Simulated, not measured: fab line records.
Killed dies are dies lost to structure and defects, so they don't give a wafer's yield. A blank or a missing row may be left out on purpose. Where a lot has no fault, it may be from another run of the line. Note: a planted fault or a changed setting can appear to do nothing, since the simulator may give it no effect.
Chamber matching :: flow n5-finfet :: rie-diel-05 running N5_BEOL_M6_STRIP_67: 4 sister chambers
The step strips in CF4. 16 wafers are shown with their chamber, then 8 later ones without.

## EACH WAFER AND ITS CHAMBER
wafer: L076.1
chamber: 0
throttle-valve-pct (%): 13.23
drypump-motor-current-A (A): 5.7
oes-product-au (a.u.): 0.84

wafer: L076.3
chamber: 1
throttle-valve-pct (%): 13.73
drypump-motor-current-A (A): 5.5
oes-product-au (a.u.): 0.71

wafer: L076.5
chamber: 0
throttle-valve-pct (%): 13.23
drypump-motor-current-A (A): 5.6
oes-product-au (a.u.): 0.85

wafer: L078.1
chamber: 2
throttle-valve-pct (%): 13.46
drypump-motor-current-A (A): 5.5
oes-product-au (a.u.): 0.83

wafer: L078.3
chamber: 3
throttle-valve-pct (%): 13.43
drypump-motor-current-A (A): 5.8
oes-product-au (a.u.): 0.82

wafer: L078.5
chamber: 3
throttle-valve-pct (%): 13.44
drypump-motor-current-A (A): 5.8
oes-product-au (a.u.): 0.83

wafer: L079.2
chamber: 1
throttle-valve-pct (%): 13.75
drypump-motor-current-A (A): 5.5
oes-product-au (a.u.): 0.70

wafer: L079.4
chamber: 0
throttle-valve-pct (%): 13.26
drypump-motor-current-A (A): 5.7
oes-product-au (a.u.): 0.83

wafer: L079.5
chamber: 3
throttle-valve-pct (%): 13.43
drypump-motor-current-A (A): 5.8
oes-product-au (a.u.): 0.83

wafer: L083.3
chamber: 0
throttle-valve-pct (%): 13.25
drypump-motor-current-A (A): 5.6
oes-product-au (a.u.): 0.82

wafer: L083.4
chamber: 0
throttle-valve-pct (%): 13.26
drypump-motor-current-A (A): 5.6
oes-product-au (a.u.): 0.83

wafer: L083.5
chamber: 1
throttle-valve-pct (%): 13.77
drypump-motor-current-A (A): 5.5
oes-product-au (a.u.): 0.69

wafer: L084.4
chamber: 0
throttle-valve-pct (%): 13.26
drypump-motor-current-A (A): 5.6
oes-product-au (a.u.): 0.83

wafer: L084.5
chamber: 2
throttle-valve-pct (%): 13.48
drypump-motor-current-A (A): 5.5
oes-product-au (a.u.): 0.82

wafer: L084.6
chamber: 1
throttle-valve-pct (%): 13.77
drypump-motor-current-A (A): 5.5
oes-product-au (a.u.): 0.70

wafer: L085.2
chamber: 0
throttle-valve-pct (%): 13.26
drypump-motor-current-A (A): 5.6
oes-product-au (a.u.): 0.83

SIGNATURES (means of the wafers above)
reading: throttle-valve-pct
chamber 0: 13.2500
chamber 1: 13.7550
chamber 2: 13.4700
chamber 3: 13.4333
scatter within a chamber: 0.0146

reading: drypump-motor-current-A
chamber 0: 5.629
chamber 1: 5.500
chamber 2: 5.500
chamber 3: 5.800
scatter within a chamber: 0.0345

reading: oes-product-au
chamber 0: 0.8329
chamber 1: 0.7000
chamber 2: 0.8250
chamber 3: 0.8267
scatter within a chamber: 0.00846
Rule: a wafer's distance from a chamber is the root of the sum, over the readings, of the square of ((its reading less the chamber's mean) divided by the reading's scatter). If the next closest chamber is less than 2 further off than the closest, the wafer can't be placed; otherwise it belongs to the closest. The scatter: the root of (the sum of the squares of (reading less its chamber's mean) over the shown wafers, divided by (wafers less chambers)).

## WAFERS WITHOUT THEIR CHAMBER
wafer: L085.4
throttle-valve-pct (%): 13.77
drypump-motor-current-A (A): 5.5
oes-product-au (a.u.): 0.69

wafer: L085.5
throttle-valve-pct (%): 13.46
drypump-motor-current-A (A): 5.8
oes-product-au (a.u.): 0.81

wafer: L086.1
throttle-valve-pct (%): 13.50
drypump-motor-current-A (A): 5.5
oes-product-au (a.u.): 0.82

wafer: L086.2
throttle-valve-pct (%): 13.27
drypump-motor-current-A (A): 5.7
oes-product-au (a.u.): 0.82

wafer: L086.6
throttle-valve-pct (%): 13.27
drypump-motor-current-A (A): 5.7
oes-product-au (a.u.): 0.82

wafer: L094.1
throttle-valve-pct (%): 13.52
drypump-motor-current-A (A): 5.8
oes-product-au (a.u.): 0.78

wafer: L094.4
throttle-valve-pct (%): 13.30
drypump-motor-current-A (A): 5.7
oes-product-au (a.u.): 0.80

wafer: L094.6
throttle-valve-pct (%): 13.52
drypump-motor-current-A (A): 5.8
oes-product-au (a.u.): 0.78

## EACH ONE'S CHAMBER
wafer: L085.4
from the rows above: 1
in truth: 1

wafer: L085.5
from the rows above: 3
in truth: 3

wafer: L086.1
from the rows above: 2
in truth: 2

wafer: L086.2
from the rows above: 0
in truth: 0

wafer: L086.6
from the rows above: 0
in truth: 0

wafer: L094.1
from the rows above: 3
in truth: 3

wafer: L094.4
from the rows above: 0
in truth: 0

wafer: L094.6
from the rows above: 3
in truth: 3
8 of 8 placed correctly. Left unplaced by these rows: 0. Number placed wrongly: 0.
